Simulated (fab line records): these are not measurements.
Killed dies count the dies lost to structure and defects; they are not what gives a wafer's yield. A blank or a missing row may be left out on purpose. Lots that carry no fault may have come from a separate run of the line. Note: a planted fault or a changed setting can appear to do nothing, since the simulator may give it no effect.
The tool behind it: which one? ; flow n5_finfet ; Sampling: 9 lots, 27 wafers, 4 of 1938 route steps

== WHAT THE GAUGES SHOWED, per wafer ==
N5_BEOL_M1_CD_MEAS_28: target cd y 23.3 nm.
lot;measured;on;cd_nm (nm)
L373;day 6 02:19;cd_sem-01;23.50 23.82 23.81
L375;day 6 16:14;cd_sem-02;23.73 23.89 24.31
L376;day 6 22:43;cd_sem-03;24.18 23.89 23.90
L378;day 7 09:25;cd_sem-03;23.85 23.92 24.13
L379;day 7 09:36;cd_sem-02;23.51 23.41 23.82
L381;day 8 04:45;cd_sem-03;23.51 23.85 24.23
L386;day 9 05:26;cd_sem-02;23.76 23.78 23.98
L387;day 9 16:26;cd_sem-03;24.01 24.31 23.83
L395;day 12 00:21;cd_sem-01;10.08 10.01 19.68

== EACH LOT AND THE TOOL THAT RAN IT (in order: tool; ch and the chambers of the sampled wafers; start) ==
lot;N5_BEOL_M1_DESCUM_16;N5_BEOL_M1_ETCH_64;N5_BEOL_M1_EXPOSE_25
L373;rie_diel-02 ch 0,1,3, day 6 01:28;rie_diel-02 ch 0,1,3, day 6 01:35;euv_scanner-01 ch 0, day 6 02:12
L375;rie_diel-02 ch 0,3, day 6 15:23;rie_diel-02 ch 0,3, day 6 15:30;euv_scanner-01 ch 0, day 6 16:05
L376;rie_diel-02 ch 2,3, day 6 21:56;rie_diel-02 ch 2,3, day 6 22:01;euv_scanner-01 ch 0, day 6 22:34
L378;rie_diel-02 ch 0,2, day 7 08:26;rie_diel-02 ch 0,2, day 7 08:31;euv_scanner-02 ch 0, day 7 09:17
L379;rie_diel-06 ch 1,3, day 7 08:38;rie_diel-06 ch 1,3, day 7 08:43;euv_scanner-01 ch 0, day 7 09:28
L381;rie_diel-01 ch 1,3, day 8 03:47;rie_diel-01 ch 1,3, day 8 03:52;euv_scanner-02 ch 0, day 8 04:37
L386;rie_diel-06 ch 0,1,3, day 9 04:34;rie_diel-06 ch 0,1,3, day 9 04:38;euv_scanner-02 ch 0, day 9 05:17
L387;rie_diel-06 ch 0,2, day 9 15:40;rie_diel-06 ch 0,2, day 9 15:45;euv_scanner-02 ch 0, day 9 16:17
L395;rie_diel-02 ch 0,1, day 11 23:28;rie_diel-02 ch 0,1, day 11 23:33;euv_scanner-01 ch 0, day 12 00:13
- N5_BEOL_M1_DESCUM_16: chemistry O2, time 7 s.
- N5_BEOL_M1_ETCH_64: etches SOC in N2/H2, target depth 75 nm, overetch 15 nm, time 112.5 s.
- N5_BEOL_M1_EXPOSE_25: exposes mask V0, defocus 5 nm, target cd 24 nm.

== THE ANSWER, worked out from the rows above alone ==
Rule: the lots themselves supply what counts as usual. Put in order of their means at a reading, lots are off if they are a third of the lots or fewer, leave a main group of 4 or more, and stand apart from it by a gap of 3 or more times the standard deviation of the main group's means; of several such gaps the widest counts. A main group whose means are all the same, to the digits that the tables above print for the reading, isn't used. Also off: a lot with no number at a reading for which 4 or more lots have one. Where the step has rows for the other lots, those lots are counted as sound.
Off: L395, at N5_BEOL_M1_CD_MEAS_28 (cd_nm). The main group has a mean of 23.87 nm with a standard deviation of 0.15.
If a tool, at a process step before that reading, ran all the lots that are off and no sound lot after the first of them, it fits. The gauges at N5_BEOL_M1_CD_MEAS_28 are tried like those tools. Can't be told from this: 3 tools fit, rie_diel-02 at N5_BEOL_M1_DESCUM_16 and N5_BEOL_M1_ETCH_64, euv_scanner-01 at N5_BEOL_M1_EXPOSE_25, cd_sem-01 at N5_BEOL_M1_CD_MEAS_28.

== WHAT THE SIMULATOR PUT IN ==
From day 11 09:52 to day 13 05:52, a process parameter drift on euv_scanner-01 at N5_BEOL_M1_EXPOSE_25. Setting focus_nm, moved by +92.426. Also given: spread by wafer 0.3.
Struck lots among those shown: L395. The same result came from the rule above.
